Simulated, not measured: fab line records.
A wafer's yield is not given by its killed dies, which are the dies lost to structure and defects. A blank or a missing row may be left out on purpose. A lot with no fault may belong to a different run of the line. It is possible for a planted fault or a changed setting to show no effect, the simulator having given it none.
fab line records | flow n5Finfet
[record] lots = 10 wafers = 29 lastDay = 19
route steps=1938 shown BEOL_M1@801 BEOL_M4@1111 PASSIVATION@1936
lots untouched by any fault: they come from a run of this same line in which no faults occurred
startH: hours from the record's first day to the start of the lot's first wafer shown | waitH: hours since the lot's step before | " unchanged from the row above | L1.1+2: one row covering several wafers at once | - no value present, or no start provided | * or withheld: withheld | < > ~ a bound
route shown NAME@n: NAME is a module with steps in the file, n the number in the route of the first one | usual: mean and standard deviation over wafers with no fault | same: alike in all rows | chamber/n: place in a boat | sites: per-site readings | _std_site: standard deviation across them | _edge_site: mean of outer sites minus mean of inner sites | radiusMm: how far each site lies from the wafer's centre | mask NAME#n: copy n | behind: the most recent tool/chamber to have shaped the wafer | hold: why the lot went on hold/how many hours it stayed there/how the hold came to an end | device: the n, p or np transistor that did not switch | end of line: the route-end tests of the same wafers | a step without rows: its recipe alone | killed: dies lost to structure and defects at the first sort, not the wafer's yield | map: a wafer's dies, marking killed ones x, the rest . and places with no die _
set.NAME: the run value of the setting; set.NAME@STEP: its run value at that earlier step | model.NAME: the simulator's own value behind a step, which no gauge read
route steps across a sampled set of lots; one table per step, one row per wafer
services: the hour from which a tool's chamber was out of use, counted from the record's first day as startH (under 0 if before that day), plus the number of hours and why
[[steps]]
[step N5_BEOL_M1_ETCH_41]
[recipe] chemistry = CH3F/O2 target = SiCN targetDepthA = 319 taperDeg = 2 timeS = 57.8 ionEnergyEv = 120 maskMaterial = TiN pressureMtorr = 30 sourceW = 395 biasW = 75 Ar_flow_sccm = 150 CH3F_flow_sccm = 30 O2_flow_sccm = 20
[usual] drypumpMotorCurrentA = 6.0/0.45 oesProductAu = 0.74/0.067 rfVppV = 296.9/1.9 showerheadPlenumPTorr = 1.97/0.082 throttleValvePct = 16.45/0.26
// columns lot.wafer tool chamber startH waitH drypumpMotorCurrentA oesProductAu rfHoursCounterH rfVppV showerheadPlenumPTorr throttleValvePct
L991.3 rieDiel-01 1 - - 5.5 0.71 197 297.2 1.98 16.81
L991.4 " 3 " " 6.3 0.71 211 297.8 1.98 16.39
L991.6 " 1 " " 5.5 0.71 - 297.3 1.98 16.84
L993.1 rieDiel-02 2 - - 6.6 0.79 110 295.1 1.86 16.34
L993.3 " 1 " " 5.6 0.74 146 298.8 2.09 16.30
L992.4 rieDiel-06 2 - - 5.6 0.73 156 300.8 2.08 16.36
L992.5 " 1 " " 6.0 0.79 - 293.5 1.86 16.17
L992.6 " 0 " " 6.0 0.68 - 295.8 1.97 16.36
L994.2 rieDiel-02 0 - - 6.8 0.98 0 300.1 2.14 15.83
L994.5 " 2 " " 6.7 0.79 - 293.6 1.86 16.36
L994.6 " 1 " " 5.5 0.74 - 298.4 2.09 16.31
L995.1 rieDiel-02 2 - - 6.7 0.79 115 294.8 1.86 16.38
L995.2 " 3 " " 6.2 0.72 165 294.7 1.91 16.69
L995.4 " 0 " " 6.8 0.97 3 301.3 2.14 15.84
L996.3 rieDiel-06 3 - - 6.7 0.70 220 294.0 1.88 16.48
L996.5 " 3 " " 6.7 0.70 - 296.5 1.88 16.50
L996.6 " 2 " " 5.6 0.74 - 298.7 2.08 16.37
L104.1 rieDiel-01 3 - - 6.3 0.68 235 296.5 1.98 16.44
L104.3 " 2 " " 5.4 0.77 115 297.1 2.01 16.26
L104.6 " 2 " " 5.4 0.76 - 297.1 2.01 16.30
L105.1 rieDiel-06 2 - - 5.6 0.71 183 298.2 2.07 16.42
L105.2 " 1 " " 6.0 0.78 132 294.7 1.85 16.22
L105.4 " 0 " " 6.0 0.95 9 297.8 1.96 15.92
L110.1 rieDiel-01 1 - - 5.5 0.68 233 296.9 1.97 16.89
L110.2 " 2 " " 5.4 0.74 127 297.3 2.01 16.32
L110.3 " 3 " " 6.3 0.68 246 296.1 1.97 16.47
L112.1 rieDiel-02 3 - - 6.2 0.70 192 296.0 1.90 16.76
L112.3 " 2 " " 6.7 0.76 145 294.6 1.85 16.43
L112.5 " 2 " " 6.7 0.76 - 293.7 1.85 16.43
[step N5_BEOL_M1_PRE_CLEAN_45]
[recipe] gas = H2/He timeS = 30 tempC = 250
[usual] heaterPowerW = 349/26
// columns lot.wafer tool chamber startH waitH heaterPowerW
L991.3 pvdSputter-03 - 142.99 0.0 348
L991.4 " - " " 376
L991.6 " - " " 385
L993.1 pvdSputter-01 - 155.40 0.0 355
L993.3 " - " " 319
L992.4 pvdSputter-01 - 158.58 0.0 365
L992.5 " - " " 371
L992.6 " - " " 323
L994.2 pvdSputter-02 - 158.59 0.0 328
L994.5 " - " " 359
L994.6 " - " " 333
L995.1 pvdSputter-01 - 169.37 0.0 378
L995.2 " - " " 327
L995.4 " - " " 384
L996.3 pvdSputter-02 - 169.74 0.0 366
L996.5 " - " " 343
L996.6 " - " " 376
L104.1 pvdSputter-02 - 224.82 0.0 323
L104.3 " - " " 375
L104.6 " - " " 325
L105.1 pvdSputter-03 - 247.06 0.0 285
L105.2 " - " " 358
L105.4 " - " " 349
L110.1 pvdSputter-01 - 260.31 0.0 377
L110.2 " - " " 326
L110.3 " - " " 347
L112.1 pvdSputter-03 - 270.25 0.0 283
L112.3 " - " " 345
L112.5 " - " " 348
[step N5_BEOL_M1_SPUTTER_48]
[recipe] material = Cu targetThkA = 45 tempC = -20 chamberPressurePa = 0.07 powerW = withheld timeS = 8.29
[usual] throttleValvePct = 30.2/1.1
// columns lot.wafer tool chamber startH waitH throttleValvePct
L991.3 pvdSputter-01 - 143.60 0.2 32.2
L991.4 " - " " 31.1
L991.6 " - " " 31.1
L993.1 pvdSputter-01 - 156.12 0.2 32.4
L993.3 " - " " 30.9
L992.4 pvdSputter-02 - 159.67 0.2 29.3
L992.5 " - " " 30.1
L992.6 " - " " 29.4
L994.2 pvdSputter-03 - 161.46 1.5 30.6
L994.5 " - " " 29.4
L994.6 " - " " 30.6
L995.1 pvdSputter-02 - 169.90 0.1 29.5
L995.2 " - " " 30.1
L995.4 " - " " 29.1
L996.3 pvdSputter-03 - 170.36 0.1 29.4
L996.5 " - " " 29.3
L996.6 " - " " 29.8
L104.1 pvdSputter-02 - 225.52 0.1 29.3
L104.3 " - " " 30.8
L104.6 " - " " 30.4
L105.1 pvdSputter-03 - 249.13 0.8 29.7
L105.2 " - " " 29.9
L105.4 " - " " 28.7
L110.1 pvdSputter-03 - 261.41 0.1 30.8
L110.2 " - " " 29.5
L110.3 " - " " 29.7
L112.1 pvdSputter-03 - 270.79 0.1 28.5
L112.3 " - " " 29.5
L112.5 " - " " 28.6
[step N5_BEOL_M1_ANNEAL_80]
[recipe] tempC = 400 timeS = 240 ambient = vacuum
[usual] heaterPowerW = 865/72 susceptorTempC = 399.97/0.22
// columns lot.wafer tool chamber startH waitH heaterPowerW susceptorTempC
L991.3 pvdSputter-01 - 143.90 0.0 944 399.87
L991.4 " - " " 860 400.16
L991.6 " - " " 879 399.73
L993.1 pvdSputter-01 - 156.42 0.0 938 400.18
L993.3 " - " " 814 399.72
L992.4 pvdSputter-02 - 160.00 0.1 865 400.34
L992.5 " - " " 822 400.12
L992.6 " - " " 913 399.91
L994.2 pvdSputter-03 - 161.76 0.0 - -
L994.5 " - " " - -
L994.6 " - " " - -
L995.1 pvdSputter-02 - 170.20 0.0 - -
L995.2 " - " " - -
L995.4 " - " " - -
L996.3 pvdSputter-03 - 170.66 0.0 - -
L996.5 " - " " - -
L996.6 " - " " - -
L104.1 pvdSputter-02 - 225.82 0.0 861 400.20
L104.3 " - " " 819 399.75
L104.6 " - " " 807 400.08
L105.1 pvdSputter-03 - 249.43 0.0 890 399.90
L105.2 " - " " 876 399.83
L105.4 " - " " 933 399.35
L110.1 pvdSputter-03 - 261.71 0.0 720 400.12
L110.2 " - " " 867 400.44
L110.3 " - " " 852 399.89
L112.1 pvdSputter-03 - 271.09 0.0 976 399.98
L112.3 " - " " 889 399.55
L112.5 " - " " 941 400.11
[step N5_BEOL_M4_RC_MEAS_101]
[usual] DIBL_N = 36.4/1.9 DIBL_P = 35.8/2.1 IOFF_N = 0.158/0.029 IOFF_P = 0.21/0.035 ION_N = 676/14 ION_P = 465/9.7 SS_N = 71.5/0.66 SS_P = 73.4/0.7 VT_N = 249.8/3 VT_P = -250/3.3
// columns lot.wafer tool chamber startH waitH DIBL_N[mV/V] DIBL_P[mV/V] IOFF_N[nA/um] IOFF_P[nA/um] ION_N[uA/um] ION_P[uA/um] SS_N[mV/dec] SS_P[mV/dec] VT_N[mV] VT_P[mV]
L991.3 prober-02 0 202.43 0.3 38.1 37.1 0.194 0.26 698 479 71.5 73.5 243.8 -245
L991.4 " 0 " " 37.7 36.5 0.180 0.25 703 489 71.7 73.9 246.4 -247
L991.6 " 0 " " 35.1 33.8 0.139 0.21 691 482 70.8 72.7 249.2 -247
L992.4 prober-01 0 209.79 0.5 37.6 38.6 0.163 0.19 661 446 70.9 73.8 250.5 -253
L992.5 " 0 " " 35.9 36.5 0.137 0.17 650 443 71.0 73.6 253.8 -256
L992.6 " 0 " " 36.8 36.9 0.157 0.17 659 446 71.7 73.1 250.6 -257
L993.1 prober-02 0 211.23 0.3 38.7 39.5 0.200 0.23 693 465 72.1 74.2 246.4 -250
L993.3 " 0 " " 37.0 37.7 0.170 0.21 694 473 71.2 73.7 248.1 -253
L994.2 prober-01 0 226.16 0.2 34.3 32.2 0.113 0.18 676 473 70.4 72.4 255.0 -251
L994.5 " 0 " " 37.0 34.8 0.145 0.22 664 462 71.4 73.2 250.7 -247
L994.6 " 0 " " 34.0 31.5 0.107 0.18 661 461 70.4 72.1 254.0 -250
L995.1 prober-02 0 233.13 0.0 37.6 35.5 0.155 0.22 688 474 70.3 73.1 249.2 -248
L995.2 " 0 " " 38.4 36.2 0.171 0.22 690 471 71.1 73.4 250.3 -246
L995.4 " 0 " " 39.1 37.2 0.180 0.25 688 476 71.3 73.6 249.5 -245
L996.3 prober-01 0 233.73 0.3 37.8 37.2 0.177 0.26 676 473 71.2 73.9 248.1 -248
L996.5 " 0 " " 37.5 37.2 0.171 0.26 676 471 71.5 74.0 248.2 -246
L996.6 " 0 " " 35.5 34.2 0.135 0.20 667 465 70.9 73.1 252.9 -250
L104.1 prober-02 0 282.74 0.0 35.6 34.7 0.148 0.19 680 468 71.1 72.9 250.3 -252
L104.3 " 0 " " 36.3 35.7 0.159 0.20 682 463 71.1 73.4 249.3 -249
L104.6 " 0 " " 34.5 33.4 0.129 0.17 666 455 71.4 72.7 252.4 -252
L105.1 prober-02 0 302.32 0.0 37.2 36.5 0.184 0.24 702 483 71.8 73.5 245.4 -248
L105.2 " 0 " " 35.7 33.7 0.157 0.20 689 468 71.6 72.7 246.4 -250
L105.4 " 0 " " 38.0 36.4 0.185 0.23 687 467 72.3 73.7 245.8 -250
L110.1 prober-01 0 329.04 0.0 36.4 37.0 0.159 0.23 691 473 70.7 73.3 250.1 -250
L110.2 " 0 " " 37.4 37.0 0.168 0.22 676 466 71.6 73.9 248.1 -250
L110.3 " 0 " " 35.7 35.5 0.139 0.21 679 472 71.5 73.3 253.4 -250
L112.1 prober-01 0 346.11 0.0 33.6 33.7 0.126 0.18 668 463 72.0 72.9 252.8 -250
L112.3 " 0 " " 31.6 31.8 0.110 0.16 667 462 70.6 72.2 253.3 -254
L112.5 " 0 " " 30.2 30.0 0.091 0.14 652 455 70.8 71.9 257.4 -254
[step N5_PASSIVATION_PROBE_49]
[usual] defectLimitedYield = 91.3/1.3 killed_at_M0_to_M3 = 34/9.1 killed_at_M4_up = 14/5.6 killedAtContacts = 13/5.9 killedAtFrontEnd = 39/11 killedAtOther = 3.6/3 killedDies = 102/16 killedOpen = 68/12 killedShort = 33/7.3 sort_bin_5_function = 5.2/0.89 sort_bin_6_memory = 3.2/0.68 sortNPass = 1078/16 sortYieldPct = 91.3/1.3
[same] grossDies = 1180 killedAtBackSide = 0 sort_bin_4_leakage[%] = 0 sort_bin_8_speed[%] = 0
// columns lot.wafer tool chamber startH waitH defectLimitedYield[%] killed_at_M0_to_M3 killed_at_M4_up killedAtContacts killedAtFrontEnd killedAtOther killedDies killedOpen killedShort sort_bin_5_function[%] sort_bin_6_memory[%] sortNPass sortYieldPct[%]
L991.3 prober-02 - 313.52 0.1 91.9 28 8 5 47 8 96 60 34 4.7 3.4 1084 91.9
L991.4 prober-02 - 313.57 0.2 90.3 37 11 8 52 6 114 71 42 6.4 2.9 1066 90.3
L991.6 prober-02 - 313.67 0.3 89.9 40 16 13 48 2 119 85 33 5.3 4.5 1061 89.9
L992.4 prober-01 - 317.69 0.2 89.7 29 19 24 49 0 121 79 42 5.7 4.3 1059 89.7
L992.5 prober-01 - 317.74 0.2 92.3 24 19 8 37 3 91 62 29 4.9 2.5 1089 92.3
L992.6 prober-01 - 317.79 0.3 92.0 29 7 18 40 0 94 67 27 4.4 2.9 1086 92.0
L993.1 prober-02 - 319.29 0.0 90.3 44 18 6 46 1 115 68 45 6.1 2.8 1065 90.3
L993.3 prober-02 - 319.39 0.1 91.5 25 7 1 60 7 100 61 38 4.8 3.2 1080 91.5
L994.2 prober-01 - 332.52 0.1 92.5 28 13 4 41 3 89 59 30 5.3 1.9 1091 92.5
L994.5 prober-01 - 332.67 0.2 90.5 34 24 1 44 9 112 72 37 4.9 4.3 1068 90.5
L994.6 prober-01 - 332.72 0.3 92.5 25 15 6 41 1 88 63 23 4.4 2.7 1092 92.5
L996.3 prober-01 - 334.15 0.1 92.3 30 12 4 39 6 91 52 38 4.4 3.1 1089 92.3
L996.5 prober-01 - 334.25 0.2 90.3 32 17 17 48 1 115 76 39 5.0 4.2 1065 90.3
L996.6 prober-01 - 334.30 0.3 93.5 27 14 4 32 0 77 56 21 3.9 2.5 1103 93.5
L995.1 prober-01 - 341.74 0.0 87.8 49 10 12 70 3 144 99 44 7.8 4.3 1036 87.8
L995.2 prober-01 - 341.79 0.1 88.6 50 13 18 52 2 135 89 44 6.6 4.4 1045 88.6
L995.4 prober-01 - 341.89 0.2 88.4 43 15 16 58 5 137 79 45 6.9 3.5 1043 88.4
L104.1 prober-02 - 385.13 0.0 92.4 24 6 13 47 0 90 66 21 5.1 2.5 1090 92.4
L104.3 prober-02 - 385.23 0.1 92.2 24 6 22 34 6 92 61 30 4.0 3.6 1088 92.2
L105.1 prober-02 - 416.10 0.0 92.9 24 16 12 29 3 84 49 35 4.6 2.1 1096 92.9
L105.2 prober-02 - 416.15 0.1 91.4 23 17 7 54 0 101 66 30 4.7 3.2 1079 91.4
L105.4 prober-02 - 416.25 0.2 91.4 46 7 9 39 0 101 64 36 5.7 2.7 1079 91.4
L110.1 prober-02 - 436.19 0.0 93.1 20 21 10 31 0 82 55 26 4.0 2.6 1098 93.1
L110.2 prober-02 - 436.24 0.1 92.9 25 20 14 21 4 84 57 25 3.6 3.3 1096 92.9
L110.3 prober-02 - 436.29 0.1 92.0 22 23 20 27 2 94 63 25 4.7 2.5 1086 92.0
L112.1 prober-02 - 462.47 0.0 91.9 22 8 19 45 2 96 48 41 4.7 2.5 1084 91.9
L112.3 prober-02 - 462.57 0.1 94.3 24 6 9 27 1 67 40 24 3.4 2.0 1113 94.3
L112.5 prober-02 - 462.67 0.2 92.4 35 14 15 26 0 90 65 21 4.6 3.1 1090 92.4
// killed by level:class
L991.3 STI_FIN_REVEAL:geometricParticle:open=15 GATE_CUT:geometricParticle:short=8 STI_FIN_REVEAL:geometricParticle:short=7 BEOL_M0_SAQP:geometricParticle:open=5 BEOL_M1:geometricParticle:open=5 BEOL_M3:geometricParticle:open=5 DUMMY_GATE:geometricParticle:open=4 BEOL_M2:geometricParticle:open=4
L991.4 FIN_SAQP:geometricParticle:short=12 STI_FIN_REVEAL:geometricParticle:open=12 BEOL_M1:geometricParticle:open=8 BEOL_M2:geometricParticle:open=8 FIN_SAQP:geometricParticle:open=7 MOL_CONTACT_COAG:geometricParticle:open=7 BEOL_M3:geometricParticle:open=6 BEOL_M0_SAQP:geometricParticle:short=5
L991.6 BEOL_M2:geometricParticle:open=11 BEOL_M4:geometricParticle:open=11 STI_FIN_REVEAL:geometricParticle:open=10 GATE_CUT:geometricParticle:short=10 MOL_CONTACT_COAG:geometricParticle:open=10 GATE_CUT:geometricParticle:open=9 BEOL_M3:geometricParticle:open=7 BEOL_M0_SAQP:geometricParticle:open=6
L992.4 MOL_CONTACT_COAG:geometricParticle:open=18 FIN_SAQP:geometricParticle:short=12 BEOL_M4:geometricParticle:open=10 BEOL_M0_SAQP:geometricParticle:short=10 FIN_SAQP:geometricParticle:open=9 STI_FIN_REVEAL:geometricParticle:open=8 MOL_CONTACT_COAG:geometricParticle:short=6 DUMMY_GATE:geometricParticle:open=6
L992.5 BEOL_M4:geometricParticle:open=13 BEOL_M1:geometricParticle:open=12 FIN_SAQP:geometricParticle:short=6 GATE_CUT:geometricParticle:open=6 MOL_CONTACT_COAG:geometricParticle:open=6 STI_FIN_REVEAL:geometricParticle:open=5 DUMMY_GATE:geometricParticle:open=5 GATE_CUT:geometricParticle:short=4
L992.6 FIN_SAQP:geometricParticle:open=17 MOL_CONTACT_COAG:geometricParticle:open=13 BEOL_M0_SAQP:geometricParticle:open=9 BEOL_M0_SAQP:geometricParticle:short=7 BEOL_M1:geometricParticle:open=6 FIN_SAQP:geometricParticle:short=5 DUMMY_GATE:geometricParticle:open=5 MOL_CONTACT_COAG:geometricParticle:short=5
L993.1 FIN_SAQP:geometricParticle:short=14 BEOL_M0_SAQP:geometricParticle:short=14 BEOL_M0_SAQP:geometricParticle:open=13 FIN_SAQP:geometricParticle:open=8 BEOL_M4:geometricParticle:open=8 BEOL_M1:geometricParticle:open=6 STI_FIN_REVEAL:geometricParticle:open=5 GATE_CUT:geometricParticle:open=5
L993.3 STI_FIN_REVEAL:geometricParticle:open=14 FIN_SAQP:geometricParticle:short=13 BEOL_M1:geometricParticle:open=7 ILD0:geometricParticle:short=6 FIN_SAQP:geometricParticle:open=4 STI_FIN_REVEAL:geometricParticle:short=4 GATE_CUT:geometricParticle:short=4 BEOL_M0_SAQP:geometricParticle:short=4
L994.2 BEOL_M0_SAQP:geometricParticle:short=8 FIN_SAQP:geometricParticle:open=7 STI_FIN_REVEAL:geometricParticle:open=7 BEOL_M0_SAQP:geometricParticle:open=6 STARTING-WAFER:geometricParticle:open=5 ILD0:geometricParticle:open=4 BEOL_M2:geometricParticle:open=4 MOL_CONTACT_COAG:geometricParticle:open=4
L994.5 STI_FIN_REVEAL:geometricParticle:open=12 BEOL_M2:geometricParticle:open=7 BEOL_M1:geometricParticle:open=7 BEOL_M4:geometricParticle:open=7 BEOL_M6:geometricParticle:open=6 STI_FIN_REVEAL:geometricParticle:short=5 FIN_SAQP:geometricParticle:short=4 BEOL_M3:geometricParticle:open=4
L994.6 FIN_SAQP:geometricParticle:open=10 STI_FIN_REVEAL:geometricParticle:open=8 BEOL_M1:geometricParticle:open=7 BEOL_M4:geometricParticle:open=7 FIN_SAQP:geometricParticle:short=5 BEOL_M5:geometricParticle:open=5 BEOL_M2:geometricParticle:open=5 MOL_CONTACT_COAG:geometricParticle:open=4
L996.3 STI_FIN_REVEAL:geometricParticle:open=16 BEOL_M0_SAQP:geometricParticle:short=12 BEOL_M0_SAQP:geometricParticle:open=6 BEOL_M2:geometricParticle:open=6 STI_FIN_REVEAL:geometricParticle:short=4 GATE_CUT:geometricParticle:short=4 MOL_CONTACT_COAG:geometricParticle:open=4 BEOL_M2:geometricParticle:short=4
L996.5 STI_FIN_REVEAL:geometricParticle:open=15 MOL_CONTACT_COAG:geometricParticle:open=15 BEOL_M0_SAQP:geometricParticle:open=11 STI_FIN_REVEAL:geometricParticle:short=7 BEOL_M2:geometricParticle:short=7 FIN_SAQP:geometricParticle:open=6 BEOL_M2:geometricParticle:open=6 BEOL_M5:geometricParticle:open=5
L996.6 STI_FIN_REVEAL:geometricParticle:open=15 BEOL_M0_SAQP:geometricParticle:short=11 DUMMY_GATE:geometricParticle:open=8 BEOL_M4:geometricParticle:open=6 BEOL_M2:geometricParticle:open=4 MOL_CONTACT_COAG:geometricParticle:open=4 BEOL_M0_SAQP:geometricParticle:open=4 BEOL_M6:geometricParticle:open=3
L995.1 STI_FIN_REVEAL:geometricParticle:open=20 FIN_SAQP:geometricParticle:open=18 BEOL_M0_SAQP:geometricParticle:open=16 BEOL_M0_SAQP:geometricParticle:short=11 BEOL_M2:geometricParticle:open=11 MOL_CONTACT_COAG:geometricParticle:open=10 FIN_SAQP:geometricParticle:short=9 BEOL_M4:geometricParticle:open=5
L995.2 MOL_CONTACT_COAG:geometricParticle:open=16 FIN_SAQP:geometricParticle:open=14 BEOL_M0_SAQP:geometricParticle:open=12 BEOL_M3:geometricParticle:open=11 FIN_SAQP:geometricParticle:short=8 BEOL_M2:geometricParticle:open=8 GATE_CUT:geometricParticle:short=7 BEOL_M0_SAQP:geometricParticle:short=7
L995.4 MOL_CONTACT_COAG:geometricParticle:open=14 HKMG_FIN:areaEtch=12 BEOL_M0_SAQP:geometricParticle:open=11 BEOL_M3:geometricParticle:open=11 BEOL_M0_SAQP:geometricParticle:short=9 FIN_SAQP:geometricParticle:short=8 GATE_CUT:geometricParticle:short=8 FIN_SAQP:geometricParticle:open=7
L104.1 STI_FIN_REVEAL:geometricParticle:open=13 FIN_SAQP:geometricParticle:open=10 MOL_CONTACT_COAG:geometricParticle:open=7 BEOL_M3:geometricParticle:open=7 MOL_CONTACT_COAG:geometricParticle:short=6 BEOL_M2:geometricParticle:open=6 STARTING-WAFER:geometricParticle:open=6 BEOL_M1:geometricParticle:open=5
L104.3 MOL_CONTACT_COAG:geometricParticle:open=20 STI_FIN_REVEAL:geometricParticle:open=9 GATE_CUT:geometricParticle:short=6 BEOL_M0_SAQP:geometricParticle:open=5 STI_FIN_REVEAL:geometricParticle:short=4 GATE_CUT:geometricParticle:open=4 BEOL_M2:geometricParticle:open=4 BEOL_M0_SAQP:geometricParticle:short=4
L105.1 BEOL_M3:geometricParticle:open=11 MOL_CONTACT_COAG:geometricParticle:open=9 BEOL_M4:geometricParticle:open=8 FIN_SAQP:geometricParticle:short=6 BEOL_M0_SAQP:geometricParticle:short=5 STI_FIN_REVEAL:geometricParticle:open=4 BEOL_M4:geometricParticle:short=4 STI_FIN_REVEAL:geometricParticle:short=3
L105.2 STI_FIN_REVEAL:geometricParticle:open=22 FIN_SAQP:geometricParticle:open=8 BEOL_M0_SAQP:geometricParticle:short=8 MOL_CONTACT_COAG:geometricParticle:open=7 STI_FIN_REVEAL:geometricParticle:short=6 BEOL_M8:geometricParticle:open=5 BEOL_M3:geometricParticle:open=5 HKMG_FIN:areaEtch=5
L105.4 BEOL_M0_SAQP:geometricParticle:short=15 BEOL_M0_SAQP:geometricParticle:open=12 FIN_SAQP:geometricParticle:open=11 DUMMY_GATE:geometricParticle:open=8 MOL_CONTACT_COAG:geometricParticle:open=7 BEOL_M3:geometricParticle:open=6 FIN_SAQP:geometricParticle:short=5 BEOL_M1:geometricParticle:short=4
L110.1 FIN_SAQP:geometricParticle:short=9 MOL_CONTACT_COAG:geometricParticle:open=9 BEOL_M4:geometricParticle:open=9 FIN_SAQP:geometricParticle:open=6 BEOL_M0_SAQP:geometricParticle:open=5 STI_FIN_REVEAL:geometricParticle:open=4 BEOL_M3:geometricParticle:open=4 BEOL_M0_SAQP:geometricParticle:short=3
L110.2 BEOL_M3:geometricParticle:open=10 MOL_CONTACT_COAG:geometricParticle:open=9 BEOL_M4:geometricParticle:open=9 BEOL_M2:geometricParticle:open=6 FIN_SAQP:geometricParticle:short=5 MOL_CONTACT_COAG:geometricParticle:short=5 FIN_SAQP:geometricParticle:open=4 BEOL_M7:geometricParticle:open=4
L110.3 MOL_CONTACT_COAG:geometricParticle:open=15 BEOL_M4:geometricParticle:open=10 STI_FIN_REVEAL:geometricParticle:open=6 BEOL_M3:geometricParticle:short=6 FIN_SAQP:geometricParticle:open=5 MOL_CONTACT_COAG:geometricParticle:short=5 BEOL_M5:geometricParticle:open=5 HKMG_FIN:areaEtch=5
L112.1 FIN_SAQP:geometricParticle:short=13 MOL_CONTACT_COAG:geometricParticle:open=13 BEOL_M3:geometricParticle:open=10 FIN_SAQP:geometricParticle:open=7 MOL_CONTACT_COAG:geometricParticle:short=6 HKMG_FIN:areaEtch=5 BEOL_M2:geometricParticle:short=4 DUMMY_GATE:geometricParticle:open=3
L112.3 BEOL_M3:geometricParticle:open=12 STI_FIN_REVEAL:geometricParticle:open=5 MOL_CONTACT_COAG:geometricParticle:open=5 DUMMY_GATE:geometricParticle:open=4 MOL_CONTACT_COAG:geometricParticle:short=4 ILD0:geometricParticle:short=3 BEOL_M3:geometricParticle:short=3 STARTING-WAFER:geometricParticle:short=3
L112.5 MOL_CONTACT_COAG:geometricParticle:open=12 BEOL_M3:geometricParticle:open=10 BEOL_M2:geometricParticle:open=7 STI_FIN_REVEAL:geometricParticle:open=6 BEOL_M0_SAQP:geometricParticle:short=6 DUMMY_GATE:geometricParticle:open=5 BEOL_M0_SAQP:geometricParticle:open=4 BEOL_M6:geometricParticle:open=4
[[services]]
// columns tool chamber startH hours kind
rieDiel-02 2 130.94 1.8 repair
rieDiel-02 0 143.18 - clean
rieDiel-02 0 143.18 - consumableReplace:focusRing
rieDiel-02 0 143.18 - consumableReplace:showerhead
rieDiel-02 0 143.18 14.2 scheduledDown
rieDiel-02 0 143.18 14.2 ventCycle
rieDiel-01 - 153.03 1.0 repair
pvdSputter-02 - 180.38 6.8 repair
pvdSputter-01 - 185.31 8.9 repair
rieDiel-06 0 189.62 - clean
rieDiel-06 0 189.62 - consumableReplace:focusRing
rieDiel-06 0 189.62 19.5 scheduledDown
rieDiel-06 0 189.62 19.5 ventCycle
rieDiel-02 0 199.21 4.1 repair
rieDiel-06 - 227.86 0.3 repair
rieDiel-02 3 237.17 2.9 repair
[[key]]
[firstSign] step = N5_BEOL_M1_ANNEAL_80 reading = toolRecord direction = missing
effect none on later readings
metAt N5_BEOL_M1_ANNEAL_80
struckLots L994,L995,L996
[baselineLoss] step = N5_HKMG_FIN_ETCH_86 wafers = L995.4
notActingAt N5_BEOL_M1_ETCH_41,N5_BEOL_M1_PRE_CLEAN_45,N5_BEOL_M1_SPUTTER_48
onsetBetween 160.00 161.76
[fault] kind = skippedStepWhole tool = pvdSputter-02,pvdSputter-03 chamber = - onsetH = 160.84 steps = N5_BEOL_M1_ANNEAL_80 scope = struckLotsOnly
// baselineLoss: these wafers lose ten dies or more at that step, a loss of the line's own and not of a fault; the sort's usual values leave them out
